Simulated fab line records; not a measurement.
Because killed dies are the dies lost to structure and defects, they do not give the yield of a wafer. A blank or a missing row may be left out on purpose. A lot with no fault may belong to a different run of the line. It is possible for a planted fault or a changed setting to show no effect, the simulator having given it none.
Struck lot and sound lot, side by side | flow n5 finfet | 43 out of 1938 route steps
Sound: the wafers L712.1, L712.4, L712.6. Wafers L728.1, L728.2 were the ones struck. At the end, the cause is stated.
For every step that has rows: the tool of each side, followed by ch and its chambers, followed by its first start. Under that, the readings that differ: sound wafers | struck wafers | difference of the means | sigmas: that difference in standard deviations of wafers without a fault.
alike: a reading whose means differ by less than 2 such deviations, as well as words and numbers matching on both sides. not compared: withheld readings; readings where some wafer has no value; bounds like >300 that might hide an equal value; numbers whose values overlap and for which the record gives no deviation.
The two part at a step that has a row with sigmas, a row that says differs or no value, or rows on one side only. Numbers that have no deviation but don't overlap get no sigmas and don't part them. A reading missing from all wafers of one side parts the sides only when that side holds two or more wafers.

first, 2 steps without rows for these wafers: N5_DUMMY_GATE_ETCH_23 (etches poly-Si in HBr/Cl2/O2, target depth 41 nm, time 22.3 s); N5_DUMMY_GATE_ETCH_44 (etches poly-Si in HBr/O2, stops on SiO2, target depth 127.5 nm).
N5_DUMMY_GATE_CD_MEAS_24 targets a cd of 15 nm.
  sound on cd sem-03 at day 3 05:32; struck on cd sem-01 at day 7 08:29
  alike: cd nm
then, 7 steps without rows for these wafers: N5_DUMMY_GATE_ETCH_42 (etches SiO2 in CHF3/O2, target depth 3.5 nm, time 31 s); N5_DUMMY_GATE_STRIP_48 (strips in N2/H2, time 20 s); N5_DUMMY_GATE_PRECLEAN_33 (cleans in dHF, time 10 s); N5_DUMMY_GATE_PRECLEAN_25 (cleans in O3/DIW, time 45 s); N5_DUMMY_GATE_PRECLEAN_51 (cleans in SC2, time 45 s); N5_DUMMY_GATE_SRD_26 (time 30 s); N5_DUMMY_GATE_UV_OZONE_45 (time 120 s).
N5_DUMMY_GATE_INSPECT_27: inspects for defects (brightfield).
  sound on defect inspect-02 at day 3 05:50; struck on defect inspect-01 at day 7 08:46
  alike: raw defect count
N5_SPACER0_ALD_07: deposits SiNx, target thk 2 nm.
  sound on ald sin-02 ch 2,3, day 3 06:19; struck on ald sin-02 ch 1,2, day 7 08:49
  alike: heater power w
N5_SPACER0_ALD_00: deposits SiOCN, target thk 3.5 nm, pulse time 3 s, purge time 2 s.
  sound on ald sin-02 ch 2,3, day 3 06:28; struck on ald sin-02 ch 1,2, day 7 08:58
  reading                                   | sound       | struck  | difference | sigmas
  ald cycles                                | 58 58 58    | 41 41   | -17        |
  model.SiOCN_of_SPACER0_ALD_00.thk nm (nm) | 3.6 3.6 3.6 | 2.4 2.4 | -1.2       |
  alike: heater power w, precursor pulse height rel
N5_SPACER0_ALD_08: deposits SiNx, target thk 2 nm.
  sound on ald sin-02 ch 2,3, day 3 06:44; struck on ald sin-02 ch 1,2, day 7 09:13
  alike: heater power w
N5_SPACER0_INSPECT_04: inspects for defects (darkfield).
  sound on defect inspect-01 at day 3 06:53; struck on defect inspect-02 at day 7 09:23
  alike: raw defect count
then, 8 steps without rows for these wafers: N5_SD_EPI_N_COAT_32 (time 60 s, resist thk 350 nm); N5_SD_EPI_N_COAT_33 (time 60 s, resist thk 35 nm); N5_SD_EPI_N_COAT_03 (resist thk 150 nm); N5_SD_EPI_N_EBR_05; N5_SD_EPI_N_SOFTBAKE_04 (time 60 s); N5_SD_EPI_N_EXPOSE_06 (exposes mask SD N BLK, target cd 120 nm); N5_SD_EPI_N_PEB_07 (peb time 60 s); N5_SD_EPI_N_DEVELOP_08 (develop time 30 s).
N5_SD_EPI_N_CD_MEAS_09 targets a cd of 120 nm.
  sound on cd sem-01 ch 0, day 3 07:17; struck on cd sem-01 ch 0, day 7 09:47
  alike: cd nm
N5_SD_EPI_N_OVL_MEAS_10:
  sound on overlay-01 ch 0, day 3 07:19; struck on overlay-02 ch 0, day 7 09:49
  alike: SD_N_BLK_OVL
N5_SD_EPI_N_INSPECT_11: inspects for defects (macro).
  sound on defect inspect-02 at day 3 07:20; struck on defect inspect-02 at day 7 09:50
  alike: raw defect count
then, 1 step without rows for these wafers: N5_SD_EPI_N_DESCUM_14 (chemistry O2, time 7.9 s).
N5_SD_EPI_N_ETCH_34: etches SiARC in CF4, target depth 45.5 nm, time 75.8 s.
  sound on rie diel-05 ch 0,2,3, day 3 07:25; struck on rie diel-04 ch 0,2, day 7 09:54
  alike: drypump motor current A, etch rf on time s, oes product au, rf vpp V, showerhead plenum p Torr, throttle valve pct
  not compared: rf hours counter h
then, 3 steps without rows for these wafers: N5_SD_EPI_N_ETCH_35 (etches SOC in N2/H2, overetch 108 nm, time 486 s); N5_SD_EPI_N_STRIP_36 (strips in N2/H2); N5_SD_EPI_N_ETCHBACK_44 (etches SiNx in CH3F/O2, stops on SiO2, target depth 14.5 nm).
N5_SD_EPI_N_ETCH_45: etches SiOCN in CH3F/O2, target depth 6 nm.
  sound on rie diel-05 ch 0,2,3, day 3 07:53; struck on rie diel-04 ch 0,2, day 7 10:23
  alike: drypump motor current A, oes product au, rf vpp V, showerhead plenum p Torr, throttle valve pct
  not compared: rf hours counter h
then, 8 steps without rows for these wafers: N5_SD_EPI_N_ETCH_16 (etches SiO2 in CHF3/O2, target depth 5 nm); N5_SD_EPI_N_STRIP_47 (strips in CHF3/O2); N5_SD_EPI_N_SD_RECESS_17 (chemistry HBr/Cl2/O2, target depth 41 nm, time 23.7 s, bt time 3 s); N5_SD_EPI_N_STRIP_38 (strips in N2/H2); N5_SD_EPI_N_WET_ETCH_43 (etches SiO2 in dHF, time 14 s, target depth 1.5 nm); N5_SD_EPI_N_STRIP_18 (strips in SPM, time 750 s); N5_SD_EPI_N_SRD_20 (time 30 s); N5_SD_EPI_N_PRECLEAN_48 (cleans in NF3:NH3, afs cycles 2, time 20 s, sublimation time 60 s).
N5_SD_EPI_N_VAPOR_ETCH_50: etches Si in HCl, time 54 s.
  sound on epi rpcvd-01 ch 0, day 3 08:59; struck on epi rpcvd-01 ch 0, day 7 11:29
  alike: throttle valve pct
then, 1 step without rows for these wafers: N5_SD_EPI_N_EPI_21 (deposits Si:P, time 690 s).
N5_SD_EPI_P_PRECLEAN_32: cleans in dHF, time 10 s.
  sound on wet bench-02 ch 0,1,2, day 3 18:24; struck on wet bench-01 ch 0,4, day 7 19:34
  reading                                   | sound       | struck  | difference | sigmas
  model.SiOCN_of_SPACER0_ALD_00.thk nm (nm) | 3.4 3.4 3.4 | 2.4 2.4 | -1.0       |

WHERE THEY PART
Nowhere in this record.

WHY: the cause the simulator had injected
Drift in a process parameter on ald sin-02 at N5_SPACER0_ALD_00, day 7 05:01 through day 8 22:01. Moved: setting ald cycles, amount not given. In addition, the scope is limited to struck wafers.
